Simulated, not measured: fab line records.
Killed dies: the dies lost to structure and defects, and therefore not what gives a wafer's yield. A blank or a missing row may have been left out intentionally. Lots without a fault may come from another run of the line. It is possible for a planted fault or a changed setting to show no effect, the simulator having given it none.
fab line records -- flow nand-harc
[record] lots = 7, wafers = 21, last-day = 24
route steps=1159 shown A_ZERO_WELL@396 END@1159
lots that met no fault: taken from a fault-free run of the same line
start-h: hours from the record's opening day to when the first of the lot's shown wafers began -- wait-h: time in hours since the lot's previous step -- " the same as in the row above -- L1.1+2: one row covering several wafers at once -- - no value present, or no start provided -- * or withheld: withheld -- < > ~ a bound
route shown NAME@n: a module of which the file shows steps, and the number in the route of the first -- usual: mean and standard deviation over wafers with no fault -- same: alike in all rows -- chamber/n: place in a boat -- sites: readings site by site -- _std_site: how widely they spread, as a standard deviation -- _edge_site: inner sites' mean taken away from outer sites' mean -- radius-mm: for every site, how far away it sits from the centre of the wafer -- mask NAME#n: copy n -- behind: the last tool/chamber to shape the wafer -- hold: what put the lot on hold/how long, in hours/how the hold closed -- device: the n, p or np transistor that did not switch -- end of line: the same wafers' tests at the end of the route -- a step without rows: its recipe alone -- killed: not the wafer's yield, but the dies lost to structure and defects at the first sort -- map: dies across one wafer; x = killed, . = not, _ = none there
set.NAME: the setting the step ran with; set.NAME@STEP: the setting that earlier step ran with -- model.NAME: the simulator's own value behind a step, which no gauge read
lots at some steps of the route; a table a step, a row a wafer
services: when a tool's chamber went out of use (start-h, in hours from the record's first day, below 0 if earlier), for how many hours, and the reason
[[steps]]
[step NHARC_A_ZERO_WELL_SOFTBAKE_05]
[recipe] temp-c = 125, time-s = 70
[step NHARC_A_ZERO_WELL_EBR_06]
[step NHARC_A_ZERO_WELL_EXPOSE_07]
[recipe] na = 0.55, dose-mj = 33.85, mask-id = A_ZERO
[step NHARC_A_ZERO_WELL_PEB_08]
[recipe] peb-temp-c = 128, peb-time-s = 80
[step NHARC_A_ZERO_WELL_DEVELOP_09]
[recipe] time-s = 50, dev-temp-c = 22
[step NHARC_A_ZERO_WELL_CD_MEAS_10]
[recipe] target-cd-nm = 2000, landing-energy-ev = 500
[usual] cd-nm = 2000.6/1.3
lot.wafer,tool,chamber,start-h,wait-h,cd-nm
L690.2,cd-sem-01,0,128.00,-,1999.4
L690.3,cd-sem-01,0,128.00,-,2000.2
L690.4,cd-sem-01,0,128.00,-,2002.3
L691.3,cd-sem-03,0,138.21,-,1998.9
L691.5,cd-sem-03,0,138.21,-,2001.3
L691.6,cd-sem-03,0,138.21,-,1998.8
L693.2,cd-sem-03,0,151.59,-,1998.8
L693.3,cd-sem-03,0,151.59,-,1999.1
L693.4,cd-sem-03,0,151.59,-,1998.8
L703.2,cd-sem-03,0,222.59,-,2001.6
L703.3,cd-sem-03,0,222.59,-,2001.7
L703.5,cd-sem-03,0,222.59,-,2000.7
L705.1,cd-sem-02,0,222.76,-,2001.8
L705.2,cd-sem-02,0,222.76,-,2000.2
L705.5,cd-sem-02,0,222.76,-,2002.2
L711.2,cd-sem-03,0,252.83,-,1997.1
L711.3,cd-sem-03,0,252.83,-,2000.3
L711.4,cd-sem-03,0,252.83,-,1999.7
L713.1,cd-sem-02,0,263.46,-,2002.5
L713.2,cd-sem-02,0,263.46,-,2000.7
L713.4,cd-sem-02,0,263.46,-,2001.6
[step NHARC_A_ZERO_WELL_HARDBAKE_11]
[recipe] temp-c = 118, time-s = 65
[step NHARC_A_ZERO_WELL_DESCUM_12]
[recipe] time-s = 3, o2-flow-sccm = 200, ar-flow-sccm = 0, bias-power-w = 0, chemistry = O2
[usual] chamber-pressure-mTorr = 60.00/0.061, drypump-motor-current-A = 5.6/0.49, oes-product-au = 0.998/0.0069, rf-vpp-V = 57.7/0.98, showerhead-plenum-p-Torr = 1.90/0.082, throttle-valve-pct = 11.311/0.0099
[same] time-s = 3
lot.wafer,tool,chamber,start-h,wait-h,chamber-pressure-mTorr,drypump-motor-current-A,oes-product-au,rf-hours-counter-h,rf-vpp-V,showerhead-plenum-p-Torr,throttle-valve-pct
L690.3,rie-diel-12,1,128.15,-,60.05,5.4,1.006,10,57.7,2.01,11.305
L690.4,rie-diel-12,3,128.15,-,60.05,6.4,0.994,11,57.7,1.79,11.320
L690.2,rie-diel-12,0,128.15,-,60.04,5.4,0.992,6,58.5,1.92,11.298
L691.3,rie-diel-07,2,138.36,-,60.06,5.5,1.006,4,57.7,1.87,11.309
L691.5,rie-diel-07,2,138.36,-,59.96,5.5,0.989,-,58.4,1.87,11.312
L691.6,rie-diel-07,3,138.36,-,60.04,5.2,1.002,-,57.9,2.04,11.304
L693.4,rie-diel-12,2,151.75,-,60.03,5.6,0.997,12,59.2,1.95,11.323
L693.3,rie-diel-12,3,151.75,-,59.94,6.5,0.995,13,58.4,1.79,11.310
L693.2,rie-diel-12,0,151.75,-,60.07,5.4,0.991,8,57.6,1.92,11.314
L703.2,rie-diel-12,2,222.75,-,59.99,5.6,1.008,2,56.7,1.95,11.333
L703.3,rie-diel-12,0,222.75,-,59.92,5.4,1.004,2,58.3,1.92,11.321
L703.5,rie-diel-12,3,222.75,-,59.98,6.4,1.003,-,57.9,1.79,11.317
L705.2,rie-diel-07,1,222.94,-,59.93,5.2,0.999,9,59.7,1.84,11.327
L705.1,rie-diel-07,2,222.94,-,59.96,5.6,1.002,9,58.0,1.87,11.311
L705.5,rie-diel-07,0,222.94,-,60.01,6.0,1.004,-,57.4,1.84,11.333
L711.4,rie-diel-07,2,253.00,-,59.94,5.6,0.988,1,57.1,1.87,11.325
L711.2,rie-diel-07,3,253.00,-,59.96,5.2,0.993,2,57.1,2.04,11.302
L711.3,rie-diel-07,1,253.00,-,60.02,5.2,0.989,1,59.4,1.84,11.307
L713.2,rie-diel-11,0,263.62,-,60.03,6.0,0.999,5,57.5,1.91,11.308
L713.4,rie-diel-11,2,263.62,-,60.08,6.2,1.006,6,58.3,1.79,11.325
L713.1,rie-diel-11,3,263.62,-,60.05,4.8,0.995,6,57.0,1.80,11.313
[step NHARC_A_ZERO_WELL_ETCH_19]
[recipe] target-depth-a = 800, overetch-a = 240, time-s = 87.88, ion-energy-ev = 200, n2-flow-sccm = 150, h2-flow-sccm = 150, ar-flow-sccm = 0, rf-w = 400, bias-w = 150, chemistry = N2/H2
[usual] chamber-pressure-mTorr = 30.002/0.026, drypump-motor-current-A = 5.6/0.51, oes-product-au = 0.997/0.0067, rf-fwd-power-W = 397.3/1.4, rf-vpp-V = 429.9/2.6, showerhead-plenum-p-Torr = 2.02/0.089, throttle-valve-pct = 14.171/0.009
[same] time-s = 87.88
lot.wafer,tool,chamber,start-h,wait-h,chamber-pressure-mTorr,drypump-motor-current-A,oes-product-au,rf-fwd-power-W,rf-hours-counter-h,rf-vpp-V,showerhead-plenum-p-Torr,throttle-valve-pct
L690.3,rie-diel-12,3,128.23,0.1,30.013,6.4,0.996,396.7,11,427.5,1.91,14.176
L690.4,rie-diel-12,1,128.23,0.1,29.968,5.4,0.999,397.6,10,434.9,2.14,14.176
L690.2,rie-diel-12,2,128.23,0.1,29.986,5.6,0.995,397.5,10,432.1,2.08,14.173
L691.3,rie-diel-07,1,138.44,0.1,29.995,5.2,0.985,397.0,4,428.3,1.97,14.180
L691.6,rie-diel-07,1,138.44,0.1,29.998,5.2,0.993,398.0,-,427.6,1.97,14.155
L691.5,rie-diel-07,2,138.44,0.1,30.018,5.5,0.985,398.7,-,429.1,2.00,14.161
L693.2,rie-diel-12,1,151.83,0.1,30.008,5.4,0.993,394.4,12,432.9,2.14,14.165
L693.4,rie-diel-12,3,151.83,0.1,29.983,6.4,0.995,396.7,13,427.4,1.91,14.195
L693.3,rie-diel-12,0,151.83,0.1,29.962,5.4,1.002,399.1,8,432.1,2.05,14.162
L703.3,rie-diel-12,0,222.83,0.1,29.952,5.4,1.004,397.0,2,429.7,2.05,14.186
L703.2,rie-diel-12,3,222.83,0.1,30.016,6.4,0.992,396.6,2,426.4,1.90,14.169
L703.5,rie-diel-12,0,222.83,0.1,30.009,5.4,1.002,399.3,-,430.9,2.04,14.173
L705.1,rie-diel-07,2,223.00,0.1,29.981,5.6,1.004,396.9,9,428.6,1.99,14.162
L705.2,rie-diel-07,3,223.00,0.1,29.983,5.1,1.009,398.9,9,433.5,2.17,14.181
L705.5,rie-diel-07,3,223.00,0.1,30.052,5.1,0.998,397.6,-,434.7,2.17,14.171
L711.4,rie-diel-07,2,253.08,0.1,30.048,5.5,1.001,398.5,1,428.9,1.99,14.181
L711.3,rie-diel-07,3,253.08,0.1,30.014,5.2,0.997,398.4,2,433.8,2.17,14.155
L711.2,rie-diel-07,1,253.08,0.1,29.981,5.2,1.000,397.3,1,428.0,1.96,14.165
L713.2,rie-diel-11,0,263.70,0.1,30.031,6.1,0.996,398.2,5,430.7,2.04,14.181
L713.1,rie-diel-11,1,263.70,0.1,30.048,4.7,0.991,395.3,5,429.4,1.95,14.167
L713.4,rie-diel-11,3,263.70,0.1,30.008,4.8,0.983,394.3,6,426.0,1.91,14.167
[step NHARC_A_ZERO_WELL_ETCH_13]
[recipe] target-depth-a = 1200, time-s = 40.1, hbr-flow-sccm = 150, cl2-flow-sccm = 50, rf-w = 400, icp-w = 400, bias-w = 100, chemistry = HBr/Cl2
[usual] chamber-pressure-mTorr = 15.002/0.017, drypump-motor-current-A = 5.7/0.55, he-backside-leak-sccm = 2.69/0.23, oes-product-au = 1.001/0.0084, rf-fwd-power-W = 394.6/1.5, throttle-valve-pct = 26.406/0.0096
[same] time-s = 40.1
lot.wafer,tool,chamber,start-h,wait-h,chamber-pressure-mTorr,drypump-motor-current-A,he-backside-leak-sccm,oes-product-au,rf-fwd-power-W,rf-hours-counter-h,throttle-valve-pct
L690.4,rie-si-06,1,128.35,-,14.983,5.3,2.80,1.010,395.4,0.9,26.392
L690.3,rie-si-06,3,128.35,-,14.999,6.2,2.46,0.984,392.6,1.0,26.391
L690.2,rie-si-06,0,128.35,-,14.985,6.3,2.81,1.008,395.6,0.9,26.405
L691.3,rie-si-01,3,138.56,-,15.014,5.0,3.00,1.000,393.8,0.0,26.418
L691.6,rie-si-01,3,138.56,-,14.995,5.0,2.88,0.983,396.2,-,26.411
L691.5,rie-si-01,0,138.56,-,15.013,5.8,2.64,1.007,393.3,-,26.396
L693.4,rie-si-05,3,151.96,-,15.013,4.9,2.66,1.009,394.1,0.4,26.407
L693.3,rie-si-05,0,151.96,-,15.007,6.6,2.52,1.002,396.2,0.5,26.408
L693.2,rie-si-05,1,151.96,-,15.001,5.6,2.97,0.990,394.3,0.6,26.408
L703.2,rie-si-06,3,222.95,-,15.003,6.2,2.48,0.984,392.1,0.2,26.394
L703.3,rie-si-06,1,222.95,-,14.991,5.3,2.95,1.006,394.4,0.1,26.407
L703.5,rie-si-06,0,222.95,-,15.000,6.3,2.89,1.000,395.4,-,26.413
L705.1,rie-si-05,0,223.14,-,15.022,6.7,2.60,1.014,394.1,1.1,26.413
L705.2,rie-si-05,1,223.14,-,15.027,5.6,2.91,1.004,393.9,1.1,26.393
L705.5,rie-si-05,3,223.14,-,15.001,4.9,2.83,1.003,395.3,-,26.407
L711.2,rie-si-05,1,253.21,-,15.011,5.7,3.02,1.004,392.3,0.0,26.393
L711.3,rie-si-05,2,253.21,-,15.000,5.4,2.43,0.988,396.7,0.0,26.399
L711.4,rie-si-05,3,253.21,-,15.008,4.9,2.51,1.014,395.4,0.0,26.398
L713.1,rie-si-05,1,263.82,-,14.989,5.7,2.91,0.998,392.3,0.2,26.405
L713.2,rie-si-05,2,263.82,-,14.991,5.4,2.49,0.994,396.5,0.1,26.413
L713.4,rie-si-05,3,263.82,-,15.001,4.9,2.75,0.991,396.7,0.1,26.408
[step NHARC_A_ZERO_WELL_STRIP_14]
[recipe] time-s = 900, temp-c = 130, chemistry = SPM
[step NHARC_A_ZERO_WELL_IMPLANT_15]
[recipe] energy-kev = 150, dose-cm2 = 1e+13, tilt-deg = 7
[usual] faraday-current-uA = 126.6/2.4
lot.wafer,tool,chamber,start-h,wait-h,faraday-current-uA
L690.2,implanter-02,0,128.93,0.1,126.7
L690.3,implanter-02,0,128.93,0.1,124.3
L690.4,implanter-02,0,128.93,0.1,124.7
L690.2,implanter-02,0,129.33,0.4,126.0
L690.3,implanter-02,0,129.33,0.4,129.1
L690.4,implanter-02,0,129.33,0.4,127.7
L691.3,implanter-02,0,139.19,0.1,128.6
L691.5,implanter-02,0,139.19,0.1,125.7
L691.6,implanter-02,0,139.19,0.1,126.5
L691.3,implanter-02,0,139.58,0.4,131.4
L691.5,implanter-02,0,139.58,0.4,124.9
L691.6,implanter-02,0,139.58,0.4,123.3
L693.2,implanter-02,0,152.53,0.1,129.9
L693.3,implanter-02,0,152.53,0.1,128.4
L693.4,implanter-02,0,152.53,0.1,127.2
L693.2,implanter-02,0,152.92,0.4,124.9
L693.3,implanter-02,0,152.92,0.4,127.4
L693.4,implanter-02,0,152.92,0.4,126.1
L703.2,implanter-02,0,223.57,0.1,124.5
L703.3,implanter-02,0,223.57,0.1,123.6
L703.5,implanter-02,0,223.57,0.1,125.6
L705.1,implanter-01,0,223.70,0.1,127.6
L705.2,implanter-01,0,223.70,0.1,127.4
L705.5,implanter-01,0,223.70,0.1,126.5
L711.2,implanter-02,0,253.80,0.1,126.6
L711.3,implanter-02,0,253.80,0.1,129.6
L711.4,implanter-02,0,253.80,0.1,126.3
L713.1,implanter-02,0,264.42,0.1,127.1
L713.2,implanter-02,0,264.42,0.1,129.3
L713.4,implanter-02,0,264.42,0.1,128.8
[step NHARC_A_ZERO_WELL_PRECLEAN_22]
[recipe] time-s = 60, temp-c = 50, bath-age-min = 0, chemistry = SC1
[step NHARC_END_SORT_01]
[recipe] temp-c = 25
[usual] killed-at-array = 31/12, killed-at-other = 0.6/0.85, killed-at-periphery = 3.0/2.3, killed-dies = 35/12, killed-open = 3.2/1.9, killed-short = 1.8/1.4
[same] gross-dies = 677
lot.wafer,tool,chamber,start-h,wait-h,killed-at-array,killed-at-other,killed-at-periphery,killed-dies,killed-open,killed-short
L690.2,prober-01,0,438.46,2.8,22,1,2,25,4,3
L690.3,prober-01,0,439.27,3.1,19,2,5,26,6,5
L690.4,prober-01,0,440.09,3.4,26,0,2,28,0,1
L691.3,prober-01,0,455.05,3.1,28,0,11,39,6,2
L691.5,prober-01,0,456.67,3.7,25,0,5,30,2,0
L691.6,prober-01,0,457.47,4.0,18,0,9,27,3,1
L705.1,prober-01,0,533.85,2.5,30,1,2,33,2,1
L705.2,prober-01,0,534.65,2.8,30,1,0,31,1,2
L705.5,prober-01,0,537.04,3.7,35,0,1,36,1,0
// killed by level:class
L690.2 A_SLIT:chamber-film-flake=10 P_GATE:geometric-particle:open=2 A_CHANNEL_HOLE_D1:chamber-film-flake=2 A_STAIRCASE:chamber-film-flake=2 A_BLC:chamber-film-flake=2 A_CHANNEL_FILL_D1:geometric-particle:short=1 A_WL_FILL:geometric-particle:short=1 A_WL_FILL:geometric-particle:open=1
L690.3 A_SLIT:chamber-film-flake=9 A_M0:geometric-particle:open=3 P_ZERO_WELL:geometric-particle:short=1 P_GATE:geometric-particle:short=1 P_M0:geometric-particle:open=1 A_STAIRCASE:geometric-particle:short=1 A_WL_FILL:geometric-particle:open=1 A_WL_FILL:geometric-particle:short=1
L690.4 A_SLIT:chamber-film-flake=15 A_BLC:chamber-film-flake=7 A_WL_FILL:geometric-particle:short=1 P_STI:chamber-film-flake=1 P_GATE:chamber-film-flake=1 A_STAIRCASE:chamber-film-flake=1 A_WL_FILL:chamber-film-flake=1 A_CONTACT:chamber-film-flake=1
L691.3 P_BONDPAD:chamber-film-flake=7 A_SLIT:chamber-film-flake=7 A_CONTACT:geometric-particle:open=4 A_CHANNEL_HOLE_D1:chamber-film-flake=4 A_BLC:chamber-film-flake=3 A_CONTACT:chamber-film-flake=3 P_ZERO_WELL:chamber-film-flake=2 A_ZERO_WELL:chamber-film-flake=2
L691.5 A_SLIT:chamber-film-flake=11 A_CHANNEL_HOLE_D1:chamber-film-flake=6 A_STAIRCASE:chamber-film-flake=4 P_M0:chamber-film-flake=3 P_M0:geometric-particle:open=1 A_ONON_D1:geometric-particle:open=1 P_BONDPAD:chamber-film-flake=1 A_ZERO_WELL:chamber-film-flake=1
L691.6 A_SLIT:chamber-film-flake=13 P_M0:chamber-film-flake=3 P_BONDPAD:chamber-film-flake=3 P_CONTACT:geometric-particle:open=2 A_STAIRCASE:chamber-film-flake=2 P_CONTACT:geometric-particle:short=1 A_ONON_D1:geometric-particle:open=1 A_ZERO_WELL:chamber-film-flake=1
L705.1 A_CHANNEL_HOLE_D1:chamber-film-flake=19 A_CONTACT:chamber-film-flake=4 A_STAIRCASE:chamber-film-flake=3 A_WL_FILL:chamber-film-flake=3 P_GATE:geometric-particle:open=1 P_CONTACT:geometric-particle:open=1 A_CHANNEL_FILL_D1:geometric-particle:short=1 THIN_TSV:chamber-film-flake=1
L705.2 A_CHANNEL_HOLE_D1:chamber-film-flake=19 A_WL_FILL:chamber-film-flake=5 A_CONTACT:chamber-film-flake=3 A_CHANNEL_HOLE_D1:geometric-particle:short=1 A_WL_FILL:geometric-particle:short=1 A_BLC:geometric-particle:open=1 THIN_TSV:chamber-film-flake=1
L705.5 A_CHANNEL_HOLE_D1:chamber-film-flake=27 A_WL_FILL:chamber-film-flake=5 A_CONTACT:chamber-film-flake=2 P_M0:geometric-particle:open=1 A_STAIRCASE:chamber-film-flake=1
[[services]]
tool,chamber,start-h,hours,kind
rie-diel-11,0,106.05,3.3,repair
implanter-01,-,107.20,1.2,repair
rie-diel-12,0,108.05,-,clean
rie-diel-12,1,108.05,-,clean
rie-diel-12,2,108.05,-,clean
rie-diel-12,3,108.05,-,clean
rie-diel-07,0,109.47,-,clean
rie-diel-07,1,109.47,-,clean
rie-diel-07,2,109.47,-,clean
rie-diel-07,2,118.57,8.7,repair
rie-si-01,-,127.00,9.0,pm
rie-si-06,0,165.18,2.9,repair
rie-si-05,2,171.68,3.2,repair
implanter-02,-,173.13,3.9,repair
rie-si-01,-,175.85,0.9,repair
implanter-01,-,181.54,9.3,repair
rie-si-06,-,183.00,9.0,pm
rie-diel-11,-,189.50,9.0,pm
rie-si-06,0,195.81,2.2,repair
rie-diel-12,-,202.40,9.0,pm
rie-si-06,2,217.92,12.1,repair
rie-diel-07,-,228.47,9.0,pm
rie-si-05,-,239.00,9.0,pm
rie-si-06,3,261.28,7.1,repair
[[key]]
[first-sign] step = NHARC_A_ZERO_WELL_IMPLANT_15, reading = visit, direction = added
effect none on later readings
met-at NHARC_A_ZERO_WELL_IMPLANT_15
struck-wafers L690.2,L690.3,L690.4,L691.3,L691.5,L691.6,L693.2,L693.3,L693.4
tester-left-out L690,L691,L693
[fault] kind = repeated-step-whole, tool = implanter-01,implanter-02, chamber = -, onset-h = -, steps = NHARC_A_ZERO_WELL_IMPLANT_15, times = 1, scope = struck-lots-only
// tester-left-out: of these lots the tester's yield and bins aren't shown, on N5 and GAA mostly nor the transistor test; their killed dies are dies lost to structure and defects alone, not to doping, threshold or leakage, so they don't give the yield
